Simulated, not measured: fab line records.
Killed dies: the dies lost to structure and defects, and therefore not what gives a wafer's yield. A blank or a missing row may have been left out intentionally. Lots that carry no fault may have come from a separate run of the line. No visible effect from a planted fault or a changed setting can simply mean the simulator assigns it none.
Matching of chambers :: flow n5Finfet :: 4 sister chambers for N5_BEOL_M11_ALD_74 on aldMetal-02
The step deposits TaN, target thk 2 nm, pulse time 2 s, purge time 3 s. 4 wafers are shown with their chamber, then 11 later ones without.

== WAFERS PAIRED WITH THEIR CHAMBERS ==
wafer: L085.5
chamber: 2
heaterPowerW (W): 434

wafer: L089.1
chamber: 3
heaterPowerW (W): 440

wafer: L089.4
chamber: 1
heaterPowerW (W): 349

wafer: L086.1
chamber: 0
heaterPowerW (W): 424

== WAFERS WITH NO CHAMBER GIVEN ==
wafer: L086.2
heaterPowerW (W): 349

wafer: L086.4
heaterPowerW (W): 418

wafer: L090.3
heaterPowerW (W): 407

wafer: L090.5
heaterPowerW (W): 417

wafer: L090.6
heaterPowerW (W): 348

wafer: L093.1
heaterPowerW (W): 423

wafer: L093.4
heaterPowerW (W): 350

wafer: L093.6
heaterPowerW (W): 409

wafer: L097.1
heaterPowerW (W): 430

wafer: L097.2
heaterPowerW (W): 421

wafer: L097.3
heaterPowerW (W): 425

== CHAMBER TAKEN BY EACH ==
wafer: L086.2
from the rows above: 1
in truth: 1

wafer: L086.4
from the rows above: can't be placed: 0 or 2
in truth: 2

wafer: L090.3
from the rows above: can't be placed: 0 or 2
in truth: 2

wafer: L090.5
from the rows above: can't be placed: 0 or 2
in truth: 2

wafer: L090.6
from the rows above: 1
in truth: 1

wafer: L093.1
from the rows above: can't be placed: 0 or 2
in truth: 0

wafer: L093.4
from the rows above: 1
in truth: 1

wafer: L093.6
from the rows above: can't be placed: 0 or 2
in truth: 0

wafer: L097.1
from the rows above: can't be placed: 2 or 0 or 3
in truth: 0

wafer: L097.2
from the rows above: can't be placed: 0 or 2
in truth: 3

wafer: L097.3
from the rows above: can't be placed: 0 or 2 or 3
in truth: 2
Correctly placed: 3 of 11. From these rows, 8 cannot be placed; in 7 the true chamber is one of the candidates. Placed wrongly: 0.
How it was worked out, from the rows above alone: a wafer's distance from a chamber is the root of the sum, over the readings, of the square of ((its reading less the chamber's mean) divided by the reading's scatter). The wafer belongs to the nearest chamber; if the next one is less than 2 further off, it can't be placed. The mean given for a chamber averages the wafers shown for that chamber. The scatter: with one shown wafer a chamber, the root of the mean of the squares of how far each hidden wafer lies from its nearest shown one.
